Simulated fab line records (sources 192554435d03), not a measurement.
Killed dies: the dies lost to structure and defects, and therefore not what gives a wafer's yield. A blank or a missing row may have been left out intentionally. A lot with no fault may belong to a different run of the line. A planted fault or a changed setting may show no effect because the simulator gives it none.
fab line records -- flow n5-finfet
[record] lots = 10, wafers = 27, last-day = 17
route steps=1938 shown BEOL_M0_SAQP@634 BEOL_M4@1111 PASSIVATION@1936
lots that met no fault: from a run of the same line without faults
start-h: the number of hours between the record's first day and the start of the first shown wafer of the lot -- wait-h: how many hours have passed since the lot's step before this one -- " repeats the value in the row above -- L1.1+2: a single row standing in for several wafers -- - value missing, or start not given -- * or withheld: withheld -- < > ~ a bound
route shown NAME@n: a module of which the file shows steps, and the number in the route of the first -- usual: the fault-free wafers' mean and standard deviation -- same: alike in all rows -- chamber/n: place in a boat -- sites: readings site by site -- _std_site: standard deviation of those values -- _edge_site: inner sites' mean taken away from outer sites' mean -- radius-mm: how far each site lies from the wafer's centre -- mask NAME#n: copy n -- behind: tool/chamber where the wafer was last shaped -- hold: cause of the lot's hold/its duration in hours/its outcome -- device: the n, p or np transistor that did not switch -- end of line: tests run on the same wafers once the route is complete -- a step given without rows: its recipe and nothing more -- killed: dies lost to structure and defects at the first sort, not the wafer's yield -- map: shows each die of a wafer: x if killed, . if not, _ if none is there
set.NAME: the run value of the setting; set.NAME@STEP: its run value at that earlier step -- model.NAME: the simulator's own value behind a step, which no gauge read
one table for each step of the route and one row for each wafer, over a sample of lots
services: when a tool's chamber went out of use (start-h, in hours from the record's first day, below 0 if earlier), for how many hours, and the reason
[[steps]]
[step N5_BEOL_M0_SAQP_HM_DEP_02]
[recipe] material = TiN, target-thk-a = 120, temp-c = 25, chamber-pressure-pa = 0.49996
[usual] throttle-valve-pct = 30.1/1.5
lot.wafer,tool,chamber,start-h,wait-h,throttle-valve-pct
L855.2,pvd-sputter-01,-,104.96,0.5,28.4
L855.4,pvd-sputter-01,-,104.96,0.5,30.0
L855.5,pvd-sputter-01,-,104.96,0.5,30.1
L860.1,pvd-sputter-02,-,138.96,2.2,30.3
L860.4,pvd-sputter-02,-,138.96,2.2,31.6
L860.6,pvd-sputter-02,-,138.96,2.2,27.7
L862.2,pvd-sputter-03,-,146.87,0.9,31.8
L862.3,pvd-sputter-03,-,146.87,0.9,29.5
L862.4,pvd-sputter-03,-,146.87,0.9,31.6
L865.1,pvd-sputter-01,-,170.15,1.2,28.1
L865.5,pvd-sputter-01,-,170.15,1.2,28.7
L865.6,pvd-sputter-01,-,170.15,1.2,30.9
L869.1,pvd-sputter-02,-,189.28,1.0,32.3
L869.2,pvd-sputter-02,-,189.28,1.0,27.5
L873.1,pvd-sputter-01,-,216.71,0.8,28.5
L873.2,pvd-sputter-01,-,216.71,0.8,29.7
L873.6,pvd-sputter-01,-,216.71,0.8,31.2
L874.3,pvd-sputter-03,-,220.07,0.8,30.0
L874.4,pvd-sputter-03,-,220.07,0.8,29.0
L877.1,pvd-sputter-02,-,235.59,0.4,31.3
L877.5,pvd-sputter-02,-,235.59,0.4,32.0
L876.2,pvd-sputter-02,-,238.77,0.5,31.6
L876.3,pvd-sputter-02,-,238.77,0.5,27.6
L876.5,pvd-sputter-02,-,238.77,0.5,32.2
L878.2,pvd-sputter-01,-,242.57,0.6,28.3
L878.3,pvd-sputter-01,-,242.57,0.6,30.9
L878.6,pvd-sputter-01,-,242.57,0.6,30.8
[step N5_BEOL_M0_SAQP_THK_MEAS_05]
[usual] thk-nm = 59.8/0.66
lot.wafer,tool,chamber,start-h,wait-h,thk-nm
L855.2,film-metro-01,-,105.29,0.1,59.2
L855.4,film-metro-01,-,105.29,0.1,60.2
L855.5,film-metro-01,-,105.29,0.1,60.9
L860.1,film-metro-01,-,139.30,0.1,60.0
L860.4,film-metro-01,-,139.30,0.1,61.0
L860.6,film-metro-01,-,139.30,0.1,61.1
L862.2,film-metro-02,-,147.29,0.1,58.8
L862.3,film-metro-02,-,147.29,0.1,60.4
L862.4,film-metro-02,-,147.29,0.1,60.2
L865.1,film-metro-01,-,170.48,0.1,59.2
L865.5,film-metro-01,-,170.48,0.1,60.5
L865.6,film-metro-01,-,170.48,0.1,60.0
L869.1,film-metro-02,-,189.61,0.1,58.4
L869.2,film-metro-02,-,189.61,0.1,58.3
L873.1,film-metro-02,-,217.04,0.1,58.7
L873.2,film-metro-02,-,217.04,0.1,58.4
L873.6,film-metro-02,-,217.04,0.1,60.0
L874.3,film-metro-01,-,220.49,0.1,59.7
L874.4,film-metro-01,-,220.49,0.1,58.9
L877.1,film-metro-01,-,236.01,0.1,60.0
L877.5,film-metro-01,-,236.01,0.1,60.3
L876.2,film-metro-01,-,239.19,0.1,59.5
L876.3,film-metro-01,-,239.19,0.1,60.3
L876.5,film-metro-01,-,239.19,0.1,60.6
L878.2,film-metro-02,-,242.90,0.1,59.9
L878.3,film-metro-02,-,242.90,0.1,59.8
L878.6,film-metro-02,-,242.90,0.1,61.3
[step N5_BEOL_M0_SAQP_PEB_12]
[recipe] peb-temp-c = withheld, peb-time-s = 60, resist = CAR-ArF
[usual] exhaust-pa = 45.0/0.9
lot.wafer,tool,chamber,start-h,wait-h,exhaust-pa
L855.2,litho-track-04,0,105.71,0.0,45.2
L855.4,litho-track-04,0,105.71,0.0,43.2
L855.5,litho-track-04,0,105.71,0.0,43.5
L860.1,litho-track-03,0,139.61,0.1,45.7
L860.4,litho-track-03,0,139.61,0.1,45.2
L860.6,litho-track-03,0,139.61,0.1,45.6
L862.2,litho-track-04,0,147.70,0.0,44.0
L862.3,litho-track-04,0,147.70,0.0,43.5
L862.4,litho-track-04,0,147.70,0.0,44.7
L865.1,litho-track-04,0,170.90,0.1,44.6
L865.5,litho-track-04,0,170.90,0.1,44.2
L865.6,litho-track-04,0,170.90,0.1,43.9
L869.1,litho-track-04,0,190.03,0.1,46.1
L869.2,litho-track-04,0,190.03,0.1,44.7
L873.1,litho-track-03,0,217.35,0.1,45.4
L873.2,litho-track-03,0,217.35,0.1,46.0
L873.6,litho-track-03,0,217.35,0.1,45.9
L874.3,litho-track-01,0,220.93,0.0,45.9
L874.4,litho-track-01,0,220.93,0.0,44.4
L877.1,litho-track-01,0,236.43,0.1,45.5
L877.5,litho-track-01,0,236.43,0.1,43.5
L876.2,litho-track-03,0,239.61,0.0,44.8
L876.3,litho-track-03,0,239.61,0.0,45.1
L876.5,litho-track-03,0,239.61,0.0,45.3
L878.2,litho-track-03,0,243.32,0.0,45.2
L878.3,litho-track-03,0,243.32,0.0,45.3
L878.6,litho-track-03,0,243.32,0.0,44.9
[step N5_BEOL_M0_SAQP_CD_MEAS_14]
[recipe] target-cd-nm = 42.5, landing-energy-ev = 500, detector = se-inlens
[usual] cd-nm = 42.5/0.32
lot.wafer,tool,chamber,start-h,wait-h,cd-nm
L855.2,cd-sem-02,0,105.77,-,42.3
L855.4,cd-sem-02,0,105.77,-,42.4
L855.5,cd-sem-02,0,105.77,-,42.6
L860.1,cd-sem-01,0,139.68,-,43.0
L860.4,cd-sem-01,0,139.68,-,41.8
L860.6,cd-sem-01,0,139.68,-,42.7
L862.2,cd-sem-03,0,147.77,-,41.8
L862.3,cd-sem-03,0,147.77,-,41.8
L862.4,cd-sem-03,0,147.77,-,42.2
L865.1,cd-sem-01,0,170.97,-,42.2
L865.5,cd-sem-01,0,170.97,-,42.4
L865.6,cd-sem-01,0,170.97,-,39.6
L869.1,cd-sem-02,0,190.09,-,42.8
L869.2,cd-sem-02,0,190.09,-,39.2
L873.1,cd-sem-03,0,217.42,-,42.4
L873.2,cd-sem-03,0,217.42,-,42.5
L873.6,cd-sem-03,0,217.42,-,42.3
L874.3,cd-sem-02,0,221.00,-,42.2
L874.4,cd-sem-02,0,221.00,-,42.3
L877.1,cd-sem-03,0,236.50,-,42.5
L877.5,cd-sem-03,0,236.50,-,42.8
L876.2,cd-sem-03,0,239.68,-,42.4
L876.3,cd-sem-03,0,239.68,-,42.8
L876.5,cd-sem-03,0,239.68,-,43.3
L878.2,cd-sem-03,0,243.38,-,42.6
L878.3,cd-sem-03,0,243.38,-,42.8
L878.6,cd-sem-03,0,243.38,-,42.3
[step N5_BEOL_M0_SAQP_ETCH_84]
[recipe] chemistry = N2/H2, target = SOC, target-depth-a = 1000, overetch-a = 200, mask-material = SiARC, temp-c = 40, time-s = 150, ion-energy-ev = 200, pressure-mtorr = 30, source-w = 840, bias-w = 150, n2-flow-sccm = 200, h2-flow-sccm = 200
[usual] drypump-motor-current-A = 5.8/0.34, h2-flow-sccm = 200.0/0.59, oes-product-au = 0.73/0.063, rf-vpp-V = 524.3/2.7, showerhead-plenum-p-Torr = 2.55/0.093, throttle-valve-pct = 17.71/0.24
lot.wafer,tool,chamber,start-h,wait-h,drypump-motor-current-A,h2-flow-sccm,oes-product-au,rf-hours-counter-h,rf-vpp-V,showerhead-plenum-p-Torr,throttle-valve-pct
L855.2,rie-diel-06,0,105.95,0.0,5.6,200.4,0.67,175,520.3,2.42,17.85
L855.4,rie-diel-06,1,105.95,0.0,6.2,199.6,0.80,27,522.1,2.51,17.49
L855.5,rie-diel-06,2,105.95,0.0,6.1,199.0,0.77,-,527.0,2.67,17.43
L860.1,rie-diel-04,0,139.85,0.0,5.7,200.5,0.87,1,521.7,2.50,17.44
L860.4,rie-diel-04,3,139.85,0.0,6.0,200.2,0.83,15,526.5,2.58,17.80
L860.6,rie-diel-04,0,139.85,0.0,5.7,201.0,0.87,-,523.6,2.50,17.42
L862.2,rie-diel-02,3,147.95,0.0,5.9,200.3,0.75,63,527.9,2.68,17.22
L862.3,rie-diel-02,2,147.95,0.0,6.5,201.1,0.72,70,521.1,2.47,18.15
L862.4,rie-diel-02,0,147.95,0.0,5.1,200.0,0.67,147,527.0,2.66,17.99
L865.1,rie-diel-06,1,171.14,0.0,6.2,200.6,0.77,48,523.3,2.50,17.54
L865.5,rie-diel-06,3,171.14,0.0,5.6,199.6,0.69,-,526.1,2.64,17.73
L865.6,rie-diel-06,2,171.14,0.0,6.0,200.4,0.75,-,527.4,2.66,17.49
L869.1,rie-diel-06,0,190.27,0.0,5.6,199.4,0.65,201,520.8,2.41,17.88
L869.2,rie-diel-06,3,190.27,0.0,5.6,199.6,0.68,165,526.2,2.64,17.73
L873.1,rie-diel-02,0,217.59,0.0,5.1,200.2,0.66,168,527.4,2.65,18.03
L873.2,rie-diel-02,2,217.59,0.0,6.6,199.1,0.70,92,521.0,2.46,18.18
L873.6,rie-diel-02,3,217.59,0.0,5.8,199.4,0.73,-,527.5,2.67,17.26
L874.3,rie-diel-02,0,221.17,0.0,5.1,200.1,0.67,169,527.1,2.65,18.03
L874.4,rie-diel-02,2,221.17,0.0,6.5,199.9,0.71,94,522.2,2.46,18.19
L877.1,rie-diel-02,0,236.67,0.0,5.1,200.5,0.66,173,527.6,2.64,18.04
L877.5,rie-diel-02,2,236.67,0.0,6.5,200.3,0.70,-,521.6,2.46,18.21
L876.2,rie-diel-06,1,239.85,0.0,6.2,200.8,0.75,67,520.2,2.49,17.56
L876.3,rie-diel-06,2,239.85,0.0,6.0,199.8,0.73,98,526.8,2.65,17.51
L876.5,rie-diel-06,3,239.85,0.0,5.6,200.5,0.67,-,526.5,2.63,17.75
L878.2,rie-diel-06,1,243.55,0.0,6.2,200.5,0.75,68,521.6,2.49,17.57
L878.3,rie-diel-06,2,243.55,0.0,6.0,199.8,0.73,99,528.1,2.65,17.50
L878.6,rie-diel-06,1,243.55,0.0,6.1,199.8,0.74,-,522.3,2.49,17.58
[step N5_BEOL_M4_RC_MEAS_101]
[usual] DIBL_N = 37.1/1.9, DIBL_P = 37.2/2.3, IOFF_N = 0.18/0.04, IOFF_P = 0.23/0.044, ION_N = 682/11, ION_P = 468/8.6, SS_N = 71.9/0.68, SS_P = 73.5/0.74, VT_N = 248/3.4, VT_P = -248/3.4
lot.wafer,tool,chamber,start-h,wait-h,DIBL_N[mV/V],DIBL_P[mV/V],IOFF_N[nA/um],IOFF_P[nA/um],ION_N[uA/um],ION_P[uA/um],SS_N[mV/dec],SS_P[mV/dec],VT_N[mV],VT_P[mV]
L855.2,prober-01,0,170.05,0.2,38.1,37.9,0.19,0.25,676,471,71.6,73.4,248,-247
L855.4,prober-01,0,170.05,0.2,35.5,34.4,0.13,0.20,668,460,71.4,72.3,254,-250
L855.5,prober-01,0,170.05,0.2,38.4,37.7,0.19,0.25,679,465,72.1,73.3,250,-248
L860.1,prober-01,0,192.99,0.0,40.9,38.9,0.24,0.29,696,474,72.2,73.9,242,-246
L860.4,prober-01,0,192.99,0.0,38.7,35.7,0.19,0.22,677,460,71.5,72.8,246,-248
L860.6,prober-01,0,192.99,0.0,39.4,37.6,0.19,0.25,678,463,71.9,73.9,248,-248
L862.2,prober-02,0,198.42,0.2,32.9,33.4,0.11,0.16,660,455,70.7,72.0,254,-254
L862.3,prober-02,0,198.42,0.2,35.6,35.8,0.16,0.19,679,461,71.8,72.5,248,-252
L862.4,prober-02,0,198.42,0.2,34.9,34.8,0.15,0.17,670,460,72.0,72.5,249,-254
L865.1,prober-01,0,226.21,0.0,36.6,38.5,0.17,0.20,685,461,71.6,74.0,249,-254
L865.5,prober-01,0,226.21,0.0,34.3,37.1,0.14,0.18,676,461,70.7,73.0,254,-251
L865.6,prober-01,0,226.21,0.0,34.6,35.9,0.14,0.17,675,456,71.0,72.0,251,-255
L869.1,prober-02,0,246.10,0.0,38.3,39.1,0.22,0.28,692,470,72.2,73.0,246,-246
L869.2,prober-02,0,246.10,0.0,37.2,36.0,0.18,0.21,667,453,73.5,73.0,251,-252
L874.3,prober-01,0,276.53,0.3,36.9,35.7,0.17,0.18,666,444,73.2,73.4,250,-256
L874.4,prober-01,0,276.53,0.3,37.8,35.7,0.19,0.19,670,452,73.0,73.2,251,-253
L873.1,prober-01,0,280.75,0.0,38.3,37.5,0.19,0.26,698,484,71.2,74.0,245,-244
L873.2,prober-01,0,280.75,0.0,40.2,38.8,0.24,0.30,688,465,72.5,74.3,244,-245
L873.6,prober-01,0,280.75,0.0,40.9,40.6,0.25,0.33,693,476,72.6,73.9,244,-244
L877.1,prober-01,0,294.81,0.0,36.3,37.3,0.19,0.26,689,471,72.2,73.4,246,-245
L877.5,prober-01,0,294.81,0.0,32.8,33.6,0.13,0.20,652,457,71.2,71.7,253,-250
L876.2,prober-02,0,295.52,0.2,35.7,36.0,0.16,0.20,685,469,70.9,73.0,248,-250
L876.3,prober-02,0,295.52,0.2,40.3,39.2,0.23,0.24,684,461,72.7,74.4,245,-252
L876.5,prober-02,0,295.52,0.2,36.5,36.0,0.16,0.20,685,468,71.6,73.3,249,-253
L878.2,prober-02,0,297.97,0.2,36.4,36.7,0.17,0.21,672,459,71.2,73.0,248,-252
L878.3,prober-02,0,297.97,0.2,36.8,36.7,0.17,0.22,671,454,72.2,73.5,248,-250
L878.6,prober-02,0,297.97,0.2,37.0,37.2,0.18,0.23,675,460,71.9,73.8,247,-250
[step N5_PASSIVATION_PROBE_49]
[usual] defect-limited-yield = 91.5/1.4, killed_at_M0_to_M3 = 32/9.7, killed_at_M4_up = 14/5.3, killed-at-contacts = 11/6, killed-at-front-end = 39/14, killed-at-other = 3.3/2.7, killed-dies = 100/17, killed-on-rim = 14/4, killed-open = 66/13, killed-short = 32/7.4, sort_bin_4_leakage = 0.02/0.16, sort_bin_5_function = 4.9/0.9, sort_bin_6_memory = 3.2/0.72, sort-n-pass = 1080/17, sort-yield-pct = 91.5/1.4
[same] gross-dies = 1180, killed-at-back-side = 0, sort_bin_8_speed[%] = 0
lot.wafer,tool,chamber,start-h,wait-h,defect-limited-yield[%],killed_at_M0_to_M3,killed_at_M4_up,killed-at-contacts,killed-at-front-end,killed-at-other,killed-dies,killed-on-rim,killed-open,killed-short,sort_bin_4_leakage[%],sort_bin_5_function[%],sort_bin_6_memory[%],sort-n-pass,sort-yield-pct[%]
L855.2,prober-02,-,283.46,0.1,92.0,34,18,9,28,5,94,17,63,31,0,5.2,2.6,1086,92.0
L855.4,prober-02,-,283.56,0.2,94.3,30,10,7,13,7,67,5,42,25,0,3.2,2.1,1113,94.3
L855.5,prober-02,-,283.61,0.2,91.9,45,13,2,31,4,95,10,59,36,0,4.3,3.4,1085,91.9
L860.1,prober-02,-,294.63,0.0,89.0,34,12,27,52,5,130,10,89,41,0,6.6,4.3,1050,89.0
L860.4,prober-02,-,294.78,0.2,92.2,35,9,5,38,5,92,13,54,38,0,5.1,2.6,1088,92.2
L860.6,prober-02,-,294.88,0.3,90.8,39,15,9,44,2,109,19,69,40,0,5.3,3.7,1071,90.8
L862.2,prober-01,-,307.84,0.1,90.0,28,29,9,52,0,118,16,74,40,0,5.3,4.1,1062,90.0
L862.3,prober-01,-,307.89,0.1,94.1,15,18,9,21,7,70,9,51,19,0,3.0,2.7,1110,94.1
L862.4,prober-01,-,307.94,0.2,91.6,34,22,7,35,1,99,17,60,35,0,5.2,3.1,1081,91.6
L865.1,prober-01,-,328.69,0.0,89.5,37,12,12,62,1,124,20,81,40,0,5.9,4.1,1056,89.5
L865.5,prober-01,-,328.89,0.2,90.4,25,11,22,51,4,113,18,73,39,0,5.8,3.6,1067,90.4
L865.6,prober-01,-,328.94,0.3,89.2,36,11,17,54,9,127,14,88,36,0,6.6,3.8,1053,89.2
L869.1,prober-01,-,342.74,0.0,92.2,18,17,12,42,3,92,17,65,27,0,4.7,2.9,1088,92.2
L869.2,prober-01,-,342.79,0.1,92.4,30,17,8,33,2,90,10,56,33,0,4.5,3.1,1090,92.4
L874.3,prober-02,-,377.55,0.1,90.8,26,7,30,46,0,109,15,79,29,0,5.8,3.0,1071,90.8
L874.4,prober-02,-,377.60,0.2,89.5,24,10,21,67,2,124,13,80,42,0,5.9,4.1,1056,89.5
L873.1,prober-01,-,382.38,0.0,90.4,29,16,17,49,2,113,20,82,30,0,5.7,3.8,1067,90.4
L873.2,prober-01,-,382.43,0.1,88.7,25,11,14,82,1,133,12,83,50,0,6.7,4.4,1047,88.7
L873.6,prober-01,-,382.63,0.3,90.5,47,13,12,36,4,112,14,82,28,0.08,5.1,4.1,1067,90.4
L876.2,prober-02,-,392.33,0.1,90.8,52,25,2,28,1,108,11,70,35,0,5.4,3.3,1072,90.8
L876.3,prober-02,-,392.38,0.1,91.8,39,15,2,41,0,97,15,61,28,0,4.3,2.9,1083,91.8
L876.5,prober-02,-,392.48,0.2,89.4,40,21,8,55,1,125,19,80,36,0,5.5,4.2,1055,89.4
L877.1,prober-01,-,398.41,0.0,91.9,16,13,18,45,3,95,14,62,29,0,4.8,3.1,1085,91.9
L877.5,prober-01,-,398.61,0.2,87.4,51,22,8,63,5,149,18,96,52,0,6.9,5.1,1031,87.4
L878.2,prober-01,-,403.01,0.1,93.2,21,7,11,41,0,80,11,61,16,0,3.3,2.9,1100,93.2
L878.3,prober-01,-,403.06,0.1,92.9,15,11,7,46,5,84,14,50,34,0,4.7,1.9,1096,92.9
L878.6,prober-01,-,403.21,0.3,92.0,24,22,13,27,8,94,15,64,30,0,4.7,3.0,1086,92.0
// killed by level:class
L855.2 BEOL_M2:geometric-particle:open=13 MOL_CONTACT_COAG:geometric-particle:open=9 FIN_SAQP:geometric-particle:short=8 BEOL_M4:geometric-particle:open=8 BEOL_M1:geometric-particle:open=7 FIN_SAQP:geometric-particle:open=6 GATE_CUT:geometric-particle:short=5 BEOL_M0_SAQP:geometric-particle:short=5
L855.4 BEOL_M3:geometric-particle:open=8 MOL_CONTACT_COAG:geometric-particle:open=6 BEOL_M0_SAQP:geometric-particle:open=6 BEOL_M0_SAQP:geometric-particle:short=5 FIN_SAQP:geometric-particle:short=4 BEOL_M2:geometric-particle:open=4 BEOL_M3:geometric-particle:short=4 MIM_TOP_ETCH:geometric-particle:open=3
L855.5 BEOL_M3:geometric-particle:open=11 FIN_SAQP:geometric-particle:short=10 BEOL_M0_SAQP:geometric-particle:open=9 BEOL_M0_SAQP:geometric-particle:short=9 BEOL_M2:geometric-particle:open=9 FIN_SAQP:geometric-particle:open=6 GATE_CUT:geometric-particle:short=4 BEOL_M1:geometric-particle:open=4
L860.1 MOL_CONTACT_COAG:geometric-particle:open=25 FIN_SAQP:geometric-particle:short=15 FIN_SAQP:geometric-particle:open=15 BEOL_M2:geometric-particle:open=9 BEOL_M3:geometric-particle:open=8 BEOL_M0_SAQP:geometric-particle:open=8 BEOL_M4:geometric-particle:open=7 STI_FIN_REVEAL:geometric-particle:open=6
L860.4 STI_FIN_REVEAL:geometric-particle:open=12 BEOL_M0_SAQP:geometric-particle:open=10 FIN_SAQP:geometric-particle:short=9 BEOL_M2:geometric-particle:open=9 BEOL_M0_SAQP:geometric-particle:short=8 GATE_CUT:geometric-particle:short=7 MOL_CONTACT_COAG:geometric-particle:open=4 BEOL_M2:geometric-particle:short=4
L860.6 FIN_SAQP:geometric-particle:short=12 BEOL_M2:geometric-particle:open=12 BEOL_M0_SAQP:geometric-particle:short=10 STI_FIN_REVEAL:geometric-particle:open=9 MOL_CONTACT_COAG:geometric-particle:open=8 BEOL_M0_SAQP:geometric-particle:open=8 BEOL_M4:geometric-particle:open=7 BEOL_M1:geometric-particle:open=5
L862.2 BEOL_M4:geometric-particle:open=20 FIN_SAQP:geometric-particle:short=10 DUMMY_GATE:geometric-particle:open=9 BEOL_M0_SAQP:geometric-particle:open=8 MOL_CONTACT_COAG:geometric-particle:open=7 BEOL_M3:geometric-particle:open=7 STI_FIN_REVEAL:geometric-particle:open=4 ILD0:geometric-particle:short=4
L862.3 BEOL_M4:geometric-particle:open=12 MOL_CONTACT_COAG:geometric-particle:open=9 BEOL_M0_SAQP:geometric-particle:short=6 GATE_CUT:geometric-particle:short=5 BEOL_M0_SAQP:geometric-particle:open=5 FIN_SAQP:geometric-particle:open=4 MIM_TOP_ETCH:geometric-particle:open=4 DUMMY_GATE:geometric-particle:open=3
L862.4 BEOL_M4:geometric-particle:open=17 BEOL_M2:geometric-particle:open=9 BEOL_M0_SAQP:geometric-particle:open=8 BEOL_M0_SAQP:geometric-particle:short=8 GATE_CUT:geometric-particle:short=7 MOL_CONTACT_COAG:geometric-particle:open=5 STI_FIN_REVEAL:geometric-particle:open=4 SD_EPI_N:coat-microbubble-printed=4
L865.1 FIN_SAQP:geometric-particle:open=14 STI_FIN_REVEAL:geometric-particle:open=13 MOL_CONTACT_COAG:geometric-particle:open=12 FIN_SAQP:geometric-particle:short=11 BEOL_M0_SAQP:geometric-particle:open=10 BEOL_M0_SAQP:geometric-particle:short=10 DUMMY_GATE:geometric-particle:open=7 BEOL_M2:geometric-particle:open=7
L865.5 FIN_SAQP:geometric-particle:short=16 STI_FIN_REVEAL:geometric-particle:open=15 MOL_CONTACT_COAG:geometric-particle:open=15 BEOL_M0_SAQP:geometric-particle:open=9 BEOL_M4:geometric-particle:open=8 FIN_SAQP:geometric-particle:open=7 MOL_CONTACT_COAG:geometric-particle:short=7 BEOL_M0_SAQP:geometric-particle:short=6
L865.6 STI_FIN_REVEAL:geometric-particle:open=20 MOL_CONTACT_COAG:geometric-particle:open=16 FIN_SAQP:geometric-particle:open=9 BEOL_M0_SAQP:geometric-particle:short=9 STI_FIN_REVEAL:geometric-particle:short=8 BEOL_M2:geometric-particle:open=7 BEOL_M0_SAQP:geometric-particle:open=7 BEOL_M4:geometric-particle:open=7
L869.1 STI_FIN_REVEAL:geometric-particle:open=16 MOL_CONTACT_COAG:geometric-particle:open=11 BEOL_M4:geometric-particle:open=11 BEOL_M3:geometric-particle:open=8 FIN_SAQP:geometric-particle:open=6 STARTING-WAFER:geometric-particle:short=6 GATE_CUT:geometric-particle:short=4 BEOL_M4:geometric-particle:short=3
L869.2 FIN_SAQP:geometric-particle:short=9 FIN_SAQP:geometric-particle:open=8 BEOL_M2:geometric-particle:open=8 DUMMY_GATE:geometric-particle:open=7 MOL_CONTACT_COAG:geometric-particle:open=5 BEOL_M0_SAQP:geometric-particle:short=5 BEOL_M0_SAQP:geometric-particle:open=4 BEOL_M8:geometric-particle:open=4
L874.3 MOL_CONTACT_COAG:geometric-particle:open=28 FIN_SAQP:geometric-particle:open=10 FIN_SAQP:geometric-particle:short=9 BEOL_M0_SAQP:geometric-particle:open=8 STI_FIN_REVEAL:geometric-particle:open=7 BEOL_M1:geometric-particle:short=7 STARTING-WAFER:geometric-particle:open=7 BEOL_M0_SAQP:geometric-particle:short=4
L874.4 STI_FIN_REVEAL:geometric-particle:open=18 MOL_CONTACT_COAG:geometric-particle:open=16 FIN_SAQP:geometric-particle:open=15 FIN_SAQP:geometric-particle:short=12 MOL_CONTACT_COAG:geometric-particle:short=5 BEOL_M1:geometric-particle:short=5 BEOL_M2:geometric-particle:open=5 DUMMY_GATE:geometric-particle:open=4
L873.1 STI_FIN_REVEAL:geometric-particle:open=14 MOL_CONTACT_COAG:geometric-particle:open=13 BEOL_M3:geometric-particle:open=12 FIN_SAQP:geometric-particle:open=10 STI_FIN_REVEAL:geometric-particle:short=6 BEOL_M0_SAQP:geometric-particle:open=6 MOL_CONTACT_COAG:geometric-particle:short=4 FIN_SAQP:geometric-particle:short=3
L873.2 STI_FIN_REVEAL:geometric-particle:open=24 FIN_SAQP:geometric-particle:open=16 FIN_SAQP:geometric-particle:short=16 MOL_CONTACT_COAG:geometric-particle:open=10 BEOL_M3:geometric-particle:open=7 STI_FIN_REVEAL:geometric-particle:short=6 ILD0:geometric-particle:short=6 BEOL_M0_SAQP:geometric-particle:short=5
L873.6 BEOL_M0_SAQP:geometric-particle:open=20 MOL_CONTACT_COAG:geometric-particle:open=11 BEOL_M0_SAQP:geometric-particle:short=11 STI_FIN_REVEAL:geometric-particle:open=9 FIN_SAQP:geometric-particle:open=8 FIN_SAQP:geometric-particle:short=7 BEOL_M3:geometric-particle:open=6 BEOL_M1:geometric-particle:open=4
L876.2 BEOL_M0_SAQP:geometric-particle:open=19 BEOL_M0_SAQP:geometric-particle:short=13 BEOL_M3:geometric-particle:open=9 FIN_SAQP:geometric-particle:open=8 BEOL_M4:geometric-particle:open=8 BEOL_M1:geometric-particle:open=6 FIN_SAQP:geometric-particle:short=5 BEOL_M5:geometric-particle:short=4
L876.3 BEOL_M0_SAQP:geometric-particle:open=15 FIN_SAQP:geometric-particle:open=12 BEOL_M0_SAQP:geometric-particle:short=10 BEOL_M4:geometric-particle:open=10 FIN_SAQP:geometric-particle:short=8 HKMG_FIN:area-etch=7 BEOL_M1:geometric-particle:open=6 BEOL_M3:geometric-particle:open=4
L876.5 FIN_SAQP:geometric-particle:short=10 FIN_SAQP:geometric-particle:open=10 BEOL_M0_SAQP:geometric-particle:open=10 BEOL_M3:geometric-particle:open=10 HKMG_FIN:area-etch=8 BEOL_M1:geometric-particle:open=7 MOL_CONTACT_COAG:geometric-particle:open=6 BEOL_M4:geometric-particle:open=5
L877.1 MOL_CONTACT_COAG:geometric-particle:open=13 FIN_SAQP:geometric-particle:open=8 STI_FIN_REVEAL:geometric-particle:open=7 BEOL_M3:geometric-particle:open=6 ILD0:geometric-particle:open=5 GATE_CUT:geometric-particle:short=5 MOL_CONTACT_COAG:geometric-particle:short=5 BEOL_M4:geometric-particle:open=5
L877.5 STI_FIN_REVEAL:geometric-particle:open=23 BEOL_M0_SAQP:geometric-particle:open=10 BEOL_M2:geometric-particle:open=10 BEOL_M0_SAQP:geometric-particle:short=8 BEOL_M3:geometric-particle:open=8 GATE_CUT:geometric-particle:short=7 MOL_CONTACT_COAG:geometric-particle:open=7 BEOL_M4:geometric-particle:open=7
L878.2 STI_FIN_REVEAL:geometric-particle:open=13 MOL_CONTACT_COAG:geometric-particle:open=8 FIN_SAQP:geometric-particle:open=7 BEOL_M0_SAQP:geometric-particle:open=7 STARTING-WAFER:geometric-particle:open=6 GATE_CUT:geometric-particle:short=4 BEOL_M0_SAQP:geometric-particle:short=4 BEOL_M3:geometric-particle:open=4
L878.3 STI_FIN_REVEAL:geometric-particle:open=10 GATE_CUT:geometric-particle:short=7 GATE_CUT:geometric-particle:open=6 MOL_CONTACT_COAG:geometric-particle:open=6 FIN_SAQP:geometric-particle:short=5 FIN_SAQP:geometric-particle:open=5 STI_FIN_REVEAL:geometric-particle:short=4 BEOL_M3:geometric-particle:open=4
L878.6 MOL_CONTACT_COAG:geometric-particle:open=11 STI_FIN_REVEAL:geometric-particle:open=8 BEOL_M0_SAQP:geometric-particle:open=7 BEOL_M4:geometric-particle:open=7 BEOL_M5:geometric-particle:open=5 GATE_CUT:geometric-particle:short=4 BEOL_M1:geometric-particle:open=4 PASS1_CAP:geometric-particle:short=4
[[services]]
tool,chamber,start-h,hours,kind
rie-diel-04,2,97.38,9.7,repair
rie-diel-04,0,107.21,-,clean
rie-diel-04,0,107.21,-,consumable-replace:focus-ring
rie-diel-04,0,107.21,27.2,scheduled-down
rie-diel-04,0,107.21,27.2,vent-cycle
litho-track-03,-,115.09,-,consumable-replace:filter
pvd-sputter-03,-,139.16,3.7,repair
rie-diel-02,3,139.39,2.0,repair
rie-diel-04,3,146.43,9.5,repair
litho-track-01,-,161.72,-,consumable-replace:filter
litho-track-01,-,175.14,-,consumable-replace:filter
rie-diel-06,1,181.26,7.0,repair
rie-diel-06,2,187.71,4.6,repair
rie-diel-02,3,240.22,32.8,repair
[[key]]
[first-sign] step = N5_BEOL_M0_SAQP_CD_MEAS_14, reading = cd-nm, direction = down, sigmas = 9.6, usual = 42.5, struck = 39.4
effect none on later readings
met-at N5_BEOL_M0_SAQP_PEB_12
struck-lots L865,L869
struck-wafers L865.6,L869.2
not-acting-at N5_BEOL_M0_SAQP_HM_DEP_02,N5_BEOL_M0_SAQP_THK_MEAS_05,N5_BEOL_M0_SAQP_ETCH_84
onset-between 147.70 170.90
[fault] kind = process-parameter-drift, tool = litho-track-04, chamber = -, onset-h = 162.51, steps = N5_BEOL_M0_SAQP_PEB_12, channel = peb-time-s, offset = *, shape = step, end-h = 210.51, scope = struck-wafers-only, acts-in = *, stated = *
